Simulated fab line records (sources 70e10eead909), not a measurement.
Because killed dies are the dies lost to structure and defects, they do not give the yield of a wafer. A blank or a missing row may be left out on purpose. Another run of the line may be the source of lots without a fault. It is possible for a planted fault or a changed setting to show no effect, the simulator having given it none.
The tool behind it: which one? :: flow nandHarc :: route of 1159 steps, sampled at 1 step: 24 lots, 72 wafers

## WHAT THE GAUGES SHOWED, per wafer
NHARC_A_BLC_INSPECT_28.
lot: L074
measured: day 17 08:17
on: defectInspect-02
rawDefectCount: 350 445 337

lot: L077
measured: day 17 18:11
on: defectInspect-02
rawDefectCount: 305 360 305

lot: L075
measured: day 17 19:24
on: defectInspect-02
rawDefectCount: 274 345 396

lot: L079
measured: day 17 20:54
on: defectInspect-02
rawDefectCount: 316 332 356

lot: L078
measured: day 18 00:08
on: defectInspect-02
rawDefectCount: 354 278 326

lot: L076
measured: day 18 01:39
on: defectInspect-02
rawDefectCount: 401 444 675

lot: L080
measured: day 19 00:22
on: defectInspect-02
rawDefectCount: 788 680 579

lot: L082
measured: day 19 10:05
on: defectInspect-02
rawDefectCount: 474 411 390

lot: L081
measured: day 19 13:05
on: defectInspect-02
rawDefectCount: 285 403 328

lot: L083
measured: day 19 23:13
on: defectInspect-01
rawDefectCount: 278 429 325

lot: L086
measured: day 20 06:13
on: defectInspect-01
rawDefectCount: 305 251 410

lot: L084
measured: day 20 09:28
on: defectInspect-02
rawDefectCount: 302 280 258

lot: L085
measured: day 20 09:31
on: defectInspect-01
rawDefectCount: 467 356 306

lot: L089
measured: day 21 11:40
on: defectInspect-01
rawDefectCount: 291 429 464

lot: L087
measured: day 21 12:07
on: defectInspect-02
rawDefectCount: 705 318 374

lot: L091
measured: day 21 13:32
on: defectInspect-02
rawDefectCount: 375 354 616

lot: L090
measured: day 21 18:18
on: defectInspect-02
rawDefectCount: 395 422 291

lot: L088
measured: day 21 18:44
on: defectInspect-01
rawDefectCount: 358 290 556

lot: L095
measured: day 22 04:06
on: defectInspect-01
rawDefectCount: 437 573 599

lot: L093
measured: day 22 04:32
on: defectInspect-02
rawDefectCount: 556 444 606

lot: L094
measured: day 22 04:58
on: defectInspect-01
rawDefectCount: 334 456 279

lot: L092
measured: day 22 15:51
on: defectInspect-02
rawDefectCount: 368 626 390

lot: L097
measured: day 22 21:19
on: defectInspect-02
rawDefectCount: 292 260 322

lot: L096
measured: day 23 06:52
on: defectInspect-01
rawDefectCount: 401 485 551

## TOOL THAT RAN EACH LOT (tool first, then ch and the chambers of the sampled wafers, then the start)
No process step before these readings appears in the record.

## AS READ BY THE TOOLS THEMSELVES (means over the sampled wafers that have a number; for cases with no such wafer, the mark the record gives instead)
The record holds no such reading with a usual standard deviation.

## THE ANSWER, worked out from the rows above alone
Rule: the usual values come from the lots themselves. Put in order of their means at a reading, lots are off if they are a third of the lots or fewer, leave a main group of 4 or more, and stand apart from it by a gap of 3 or more times the standard deviation of the main group's means; of several such gaps the widest counts. A main group whose means are all the same, to the digits that the tables above print for the reading, isn't used. A lot without any number at a reading at which 4 lots or more have one is off too. All remaining lots with rows at the step are treated as sound. After the gauges, taken in route order, come the tools' own readings; for these a lot's mean is taken, as printed above. At the first step where some lot is off, the reading lying furthest off is the one used; lots without a number count as furthest.
Across all readings shown, no lot is off: no conclusion can be drawn from this.

## WHAT THE SIMULATOR PUT IN
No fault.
